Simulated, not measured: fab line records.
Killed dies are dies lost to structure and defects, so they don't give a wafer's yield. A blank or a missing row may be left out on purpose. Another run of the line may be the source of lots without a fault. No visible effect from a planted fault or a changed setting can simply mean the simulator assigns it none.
Code-filled problem report in 8D (eight disciplines) form -- flow n5_finfet -- the parts of the form that need people (team, actions taken, sign-off) are left out

== 1. THE ISSUE ==
At N5_BEOL_M5_ETCH_75, etch_rf_on_time_s averages 6.47 s over 3 wafers from 2 lots, while fault-free wafers read 5.18 s, standard deviation 0.07. Relative to the usual mean, that is a shift of +18 standard deviations.
The step: etches underlayer in N2/H2, target depth 6.5 nm, time 5.2 s.
The first sign was on wafer L491.6 at day 11 18:44, on rie_diel-05. At this step, 29 wafers from 10 lots have a number in the record. Rule for "out" (also "out of limits"): further than 4 standard deviations from the usual mean. All remaining wafers that have a number are taken as sound.

== 2. WHAT IT IS; WHAT IT IS NOT ==
question,is,is not
which readings at this step,etch_rf_on_time_s,"drypump_motor_current_A, oes_product_au, rf_vpp_V, showerhead_plenum_p_Torr, throttle_valve_pct"
which lots,"L491, L496","L476, L477, L479, L480, L482, L483, L493, L494"
which wafers of those lots,"L491.6, L496.2, L496.6","L491.1, L491.3"
read on which tools,rie_diel-05,"rie_diel-02, rie_diel-03"
when,from day 11 18:44,"up to then (20 sound wafers); but 6 sound wafers of L493, L494 came after"

== 3. THE SUSPECTS, EACH WITH WHAT RULES IT OUT ==
Counting: if a tool at a process step up to the reading ran every lot that is out, it stays a suspect. Sound lots after the first of them don't rule it out here, since some wafers of a struck lot are sound.
- rie_diel-03 at N5_BEOL_M5_DESCUM_16 (chemistry O2, time 7 s): kept. It ran every lot that is out, first L491 (day 11 16:54).
- rie_diel-03 at N5_BEOL_M5_ETCH_62 (etches SOC in N2/H2, target depth 75 nm, overetch 15 nm, time 112.5 s): kept. It ran every lot that is out, first L491 (day 11 16:59).
- rie_diel-05 at N5_BEOL_M5_ETCH_75 (etches underlayer in N2/H2, target depth 6.5 nm, time 5.2 s): kept. Every lot that is out went through it, the first being L491 (day 11 18:44); the last sound lot it ran before that was L482 (day 9 20:27). Its own readings are out on those wafers: etch_rf_on_time_s.
Still standing after the count: rie_diel-03 at N5_BEOL_M5_DESCUM_16, rie_diel-03 at N5_BEOL_M5_ETCH_62, rie_diel-05 at N5_BEOL_M5_ETCH_75.

== 4. THE CAUSE (what the simulator had put in) ==
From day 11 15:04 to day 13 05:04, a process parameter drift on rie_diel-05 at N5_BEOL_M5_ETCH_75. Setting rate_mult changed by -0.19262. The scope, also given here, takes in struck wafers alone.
Counting leaves 3 suspects; this tool is one of them.

== 5. THE EFFECT CHAIN, in route order ==
Each row: a reading where the mean over the struck wafers with a number is more than 3 standard deviations away from the usual. Scope: only readings with a usual standard deviation given in the record; hours: median across lots of the time from each lot's start at the first step in this table that gives one to its start at this step; sigmas: change in usual standard deviations.
hours,step,reading,usual,on struck wafers,change,sigmas
0,N5_BEOL_M5_ETCH_75,etch_rf_on_time_s,5.18 s,6.47,+1.29,+18
The process steps in it:
- N5_BEOL_M5_ETCH_75: etches underlayer in N2/H2, target depth 6.5 nm, time 5.2 s.

== 6. WHAT WOULD HAVE CAUGHT IT SOONER ==
In this record the first reading out of limits was taken at day 11 18:44, 4 hours after the fault began at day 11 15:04.
